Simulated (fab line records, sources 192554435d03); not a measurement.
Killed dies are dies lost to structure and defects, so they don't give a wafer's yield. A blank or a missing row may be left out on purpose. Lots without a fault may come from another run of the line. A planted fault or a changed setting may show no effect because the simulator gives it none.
Split-lot experiment | flow n5_finfet | 7 lots, 21 wafers read, on a route of 1938 steps

THE SPLIT
At N5_BEOL_M8_COAT_22 (resist thk 30 nm), the setting spin_rpm was moved away from the recipe's 1500 rpm on 4 of the 21 wafers read, by -9.7% to +9.0%. The other wafers ran this setting at the recipe's value.

FROM THE SPLIT TO THE READING: what the file shows between them, 2 steps
- N5_BEOL_M8_EBR_24
- N5_BEOL_M8_SOFTBAKE_23: time 60 s

THE READING
CAR-EUV_of_BEOL_M8_COAT_22.thk_nm (the simulator's own value, which no gauge read), in nm, at N5_BEOL_M8_DESCUM_33 (chemistry O2, time 7 s). The file gives no usual value for it. The 17 wafers here that ran the recipe average 26.1 nm, standard deviation 0.098 nm.

wafer  | tool, chamber at the split | spin_rpm as run, rpm | against the recipe | CAR-EUV_of_BEOL_M8_COAT_22.thk_nm, nm | against lot-mates on the recipe
L079.2 | litho_track-02, 0          | 1500                 | recipe             | 26                                    | -
L079.3 | litho_track-02, 0          | 1500                 | recipe             | 26                                    | -
L079.5 | litho_track-02, 0          | 1635                 | +9.0%              | 24.8                                  | -1.2
L078.1 | litho_track-02, 0          | 1425                 | -5.0%              | 26.8                                  | +0.8
L078.3 | litho_track-02, 0          | 1500                 | recipe             | 26                                    | -
L078.6 | litho_track-02, 0          | 1425                 | -5.0%              | 26.6                                  | +0.6
L082.2 | litho_track-05, 0          | 1500                 | recipe             | 26.2                                  | -
L082.4 | litho_track-05, 0          | 1500                 | recipe             | 26.2                                  | -
L082.3 | litho_track-05, 0          | 1354                 | -9.7%              | 27.6                                  | +1.4
L091.1 | litho_track-05, 0          | 1500                 | recipe             | 26.2                                  | -
L091.2 | litho_track-05, 0          | 1500                 | recipe             | 26.2                                  | -
L091.6 | litho_track-05, 0          | 1500                 | recipe             | 26.2                                  | -
L094.1 | litho_track-02, 0          | 1500                 | recipe             | 26                                    | -
L094.4 | litho_track-02, 0          | 1500                 | recipe             | 26.2                                  | -
L094.5 | litho_track-02, 0          | 1500                 | recipe             | 26.2                                  | -
L095.1 | litho_track-05, 0          | 1500                 | recipe             | 26.2                                  | -
L095.6 | litho_track-05, 0          | 1500                 | recipe             | 26.2                                  | -
L095.2 | litho_track-05, 0          | 1500                 | recipe             | 26                                    | -
L097.2 | litho_track-02, 0          | 1500                 | recipe             | 26                                    | -
L097.5 | litho_track-02, 0          | 1500                 | recipe             | 26                                    | -
L097.4 | litho_track-02, 0          | 1500                 | recipe             | 26.2                                  | -

THE FIT
A straight line over all 21 wafers: CAR-EUV_of_BEOL_M8_COAT_22.thk_nm changes by -0.143 nm for each +1% of spin_rpm; r = -0.98; the points scatter about the line by 0.11 nm.
The same after taking each lot's own level away (the mean of its wafers on the recipe; 21 wafers): -0.139 nm for each +1%; r = -0.99; scatter 0.074 nm.
On that fit, the largest move of spin_rpm shifts the reading by 1.4 nm.
The lots' own levels span 26.00 to 26.20 nm, that is 2.0 times the standard deviation above.
So the lot-to-lot level changes the slope little: the two slopes agree.
Check: with one of the wafers moved furthest among these (-9.7%) left out of the fit, the line predicts +1.33 nm for it against its lot-mates. It came out at +1.4 nm against them.

OTHER SPLITS ON THESE WAFERS
These wafers also went through other splits before the reading. Each is held against what the fit with the lots' levels taken away leaves over:
other split on the same wafers    | wafers away from the commonest value | r with CAR-EUV_of_BEOL_M8_COAT_22.thk_nm (lot level and that fit taken away)
N5_BEOL_M7_HM_DEP_02 target_thk_a | 7                                    | +0.00
N5_BEOL_M8_ETCH_62 source_w       | 6                                    | -0.22

THE WHOLE CHAIN: every reading that the file lists as answering this split, in the file's order
step                 | what it does           | reading                                                                            | change (the file's fit)               | r (the file's)
N5_BEOL_M8_COAT_22   | resist thk 30 nm       | CAR-EUV_of_BEOL_M8_COAT_22.thk_nm (the simulator's own value, which no gauge read) | -0.149 nm for each +1% of the setting | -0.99
N5_BEOL_M8_DESCUM_33 | chemistry O2, time 7 s | CAR-EUV_of_BEOL_M8_COAT_22.thk_nm (the simulator's own value, which no gauge read) | -0.139 nm for each +1% of the setting | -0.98

THE FILE'S OWN FIT
CAR-EUV_of_BEOL_M8_COAT_22.thk_nm changes by -0.139 nm for each +1% of spin_rpm, r = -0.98.
